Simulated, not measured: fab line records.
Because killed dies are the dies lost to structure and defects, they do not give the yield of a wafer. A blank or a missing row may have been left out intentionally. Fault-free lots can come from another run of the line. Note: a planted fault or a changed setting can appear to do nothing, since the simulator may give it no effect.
Matching of chambers | flow n5-finfet | 4 sister chambers for N5_BEOL_M10_ETCH_61 on rie-diel-05
The step etches SiARC in CF4, target depth 39 nm, time 65 s. 16 wafers are shown with their chamber, then 8 later ones without.

WAFERS PAIRED WITH THEIR CHAMBERS
wafer  | chamber | showerhead-plenum-p-Torr (Torr) | drypump-motor-current-A (A) | throttle-valve-pct (%)
L075.2 | 3       | 2.25                            | 4.9                         | 15.50
L075.3 | 2       | 1.97                            | 5.8                         | 15.91
L075.5 | 2       | 1.97                            | 5.8                         | 15.92
L076.1 | 0       | 2.09                            | 5.4                         | 15.36
L076.2 | 1       | 2.17                            | 5.4                         | 15.81
L076.4 | 2       | 1.96                            | 5.8                         | 15.93
L081.2 | 2       | 1.96                            | 5.8                         | 15.96
L081.4 | 0       | 2.09                            | 5.4                         | 15.37
L081.5 | 3       | 2.25                            | 4.9                         | 15.53
L087.4 | 2       | 1.96                            | 5.8                         | 15.96
L087.5 | 0       | 2.08                            | 5.5                         | 15.38
L087.6 | 1       | 2.17                            | 5.5                         | 15.84
L083.1 | 3       | 2.24                            | 4.9                         | 15.55
L083.3 | 1       | 2.17                            | 5.5                         | 15.84
L083.5 | 1       | 2.17                            | 5.5                         | 15.84
L086.2 | 0       | 2.08                            | 5.4                         | 15.39

SIGNATURES (means of the wafers above)
reading                  | chamber 0 | chamber 1 | chamber 2 | chamber 3 | scatter within a chamber
showerhead-plenum-p-Torr | 2.0850    | 2.1700    | 1.9640    | 2.2467    | 0.00489
drypump-motor-current-A  | 5.425     | 5.475     | 5.800     | 4.900     | 0.0354
throttle-valve-pct       | 15.3750   | 15.8325   | 15.9360   | 15.5267   | 0.0195
Rule: a wafer lies at a distance from a chamber equal to the root of the sum of squares, over the readings, of (its reading less the chamber's mean, divided by the reading's scatter). The wafer belongs to the nearest chamber; if the next one is less than 2 further off, it can't be placed. The scatter: the root of (the sum of the squares of (reading less its chamber's mean) over the shown wafers, divided by (wafers less chambers)).

WAFERS WITHOUT THEIR CHAMBER
wafer  | showerhead-plenum-p-Torr (Torr) | drypump-motor-current-A (A) | throttle-valve-pct (%)
L086.5 | 2.16                            | 5.5                         | 15.86
L086.6 | 1.96                            | 5.8                         | 15.97
L091.2 | 1.95                            | 5.8                         | 15.98
L091.3 | 2.16                            | 5.5                         | 15.86
L091.6 | 2.08                            | 5.4                         | 15.41
L095.1 | 2.16                            | 5.5                         | 15.89
L095.4 | 1.95                            | 5.9                         | 16.00
L095.5 | 2.24                            | 4.9                         | 15.58

THE CHAMBER EACH PASSED THROUGH
wafer  | from the rows above | in truth
L086.5 | 1                   | 1
L086.6 | 2                   | 2
L091.2 | 2                   | 2
L091.3 | 1                   | 1
L091.6 | 0                   | 0
L095.1 | 1                   | 1
L095.4 | 2                   | 2
L095.5 | 3                   | 3
Correct placement for 8 of the 8. Can't be placed from these rows: 0. 0 placed wrongly.
